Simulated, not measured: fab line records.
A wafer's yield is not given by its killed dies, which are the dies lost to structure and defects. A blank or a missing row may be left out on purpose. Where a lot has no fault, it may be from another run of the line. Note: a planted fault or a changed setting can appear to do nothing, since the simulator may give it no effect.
A lot that was struck, set against a sound lot || flow n5Finfet || 16 out of 1938 route steps
Sound: wafers L154.1, L154.3, L154.5. Struck: wafer L151.5. (L151.4 of the same lot was not struck and is left out.) The cause comes at the end.
Each step with rows lists, per side, the tool, then ch with its chambers, then its first start. Under that, the readings that differ: sound wafers || struck wafers || difference of the means || sigmas: that difference in standard deviations of wafers without a fault.
alike: same words and numbers on both sides, and readings whose means sit less than 2 such deviations apart. not compared: any withheld reading, any reading some wafer has no value for, any bound like >300 that may hide the same value, and any number with overlapping values for which the record gives no deviation.
A row with sigmas, a row that says differs or no value, or rows on one side alone: a step with any of these is where the two part. When numbers do not overlap yet have no deviation, they are printed without sigmas and do not part them. Lack of a reading on every wafer of one side parts them only where that side has two or more wafers.

first, 2 steps without rows for these wafers: N5_FIN_CUT_STRIP_31 (strips in N2/H2); N5_FIN_CUT_STRIP_24 (strips in CF4).
N5_FIN_CUT_CUT_ETCH_26: etches SiNx in CH3F/O2, target depth 39 nm, time 55.7 s.
  sound on rieDiel-03 ch 1,3, day 7 15:17; struck on rieDiel-01 ch 3, day 6 21:12
  alike: drypumpMotorCurrentA, oes_o_777_au, oesProductAu, rfVppV, showerheadPlenumPTorr, throttleValvePct
  not compared: rfHoursCounterH
then, 1 step without rows for these wafers: N5_FIN_CUT_CUT_ETCH_27 (etches SiO2 in CHF3/O2, target depth 4 nm, overetch 2 nm, time 4.9 s).
N5_FIN_CUT_PRECLEAN_35: cleans in vHF, time 13.3 s.
  sound on vaporEtch-02 ch 0,1, day 7 15:24; struck on vaporEtch-02 ch 0, day 6 21:20
  alike: drypumpMotorCurrentA
N5_FIN_CUT_CUT_ETCH_15: etches Si in HBr/Cl2/O2, target depth 100 nm, bt time 10 s, time 42.4 s.
  sound on rieSi-03 ch 1,2, day 7 15:29; struck on rieSi-06 ch 3, day 6 21:25
  alike: drypumpMotorCurrentA, mfcCl2Sccm, oes_o_777_au, oesProductAu, throttleValvePct
  not compared: rfHoursCounterH
N5_FIN_CUT_CUT_ETCH_28: etches Si in HBr/Cl2/O2, target depth 6 nm, time 2.4 s.
  sound on rieSi-03 ch 1,2, day 7 15:32; struck on rieSi-06 ch 3, day 6 21:28
  alike: drypumpMotorCurrentA, mfcCl2Sccm, oes_o_777_au, oesProductAu, throttleValvePct
  not compared: rfHoursCounterH
then, 4 steps without rows for these wafers: N5_FIN_CUT_STRIP_22 (strips in N2/H2); N5_FIN_CUT_PRECLEAN_36 (cleans in O3/DIW, time 60 s); N5_FIN_CUT_SRD_32 (time 30 s); N5_FIN_CUT_UV_OZONE_34 (time 120 s).
N5_FIN_CUT_INSPECT_17: inspects for defects (brightfield).
  struck on defectInspect-02, day 6 21:52; sound on defectInspect-01, day 7 15:46
  alike: rawDefectCount
N5_STI_FIN_REVEAL_ALD_00: deposits SiO2, target thk 1 nm, pulse time 1 s.
  sound on aldSin-02 ch 0,2,3, day 7 15:57; struck on aldSin-03 ch 0, day 6 21:53
{"reading": "model.SiO2_of_STI_FIN_REVEAL_ALD_00.thkNm (nm)", "sound": "1 1 1", "struck": 0.4, "difference": -0.6, "sigmas": ""}
  alike: heaterPowerW, precursorPulseHeightRel
N5_STI_FIN_REVEAL_ALD_14: deposits Si3N4, target thk 3 nm.
  sound on aldSin-02 ch 0,2,3, day 7 16:00; struck on aldSin-03 ch 0, day 6 21:56
  alike: heaterPowerW
-- a jump in the record: the struck wafers' starts before and after are 6 days apart (it breaks off in module STI_FIN_REVEAL and resumes in module BEOL_M4, where the first step shown is number 1111 of the route) --
N5_BEOL_M4_RC_MEAS_101:
  sound on prober-01 ch 0, day 13 06:04; struck on prober-01 ch 0, day 12 14:38
  alike: DIBL_N, DIBL_P, IOFF_N, IOFF_P, ION_N, ION_P, SS_N, SS_P, VT_N, VT_P
then, 1 step without rows for these wafers: N5_PASSIVATION_PROBE_49.

== WHERE THEY PART ==
Nowhere in this record.

WHY: the cause the simulator had injected
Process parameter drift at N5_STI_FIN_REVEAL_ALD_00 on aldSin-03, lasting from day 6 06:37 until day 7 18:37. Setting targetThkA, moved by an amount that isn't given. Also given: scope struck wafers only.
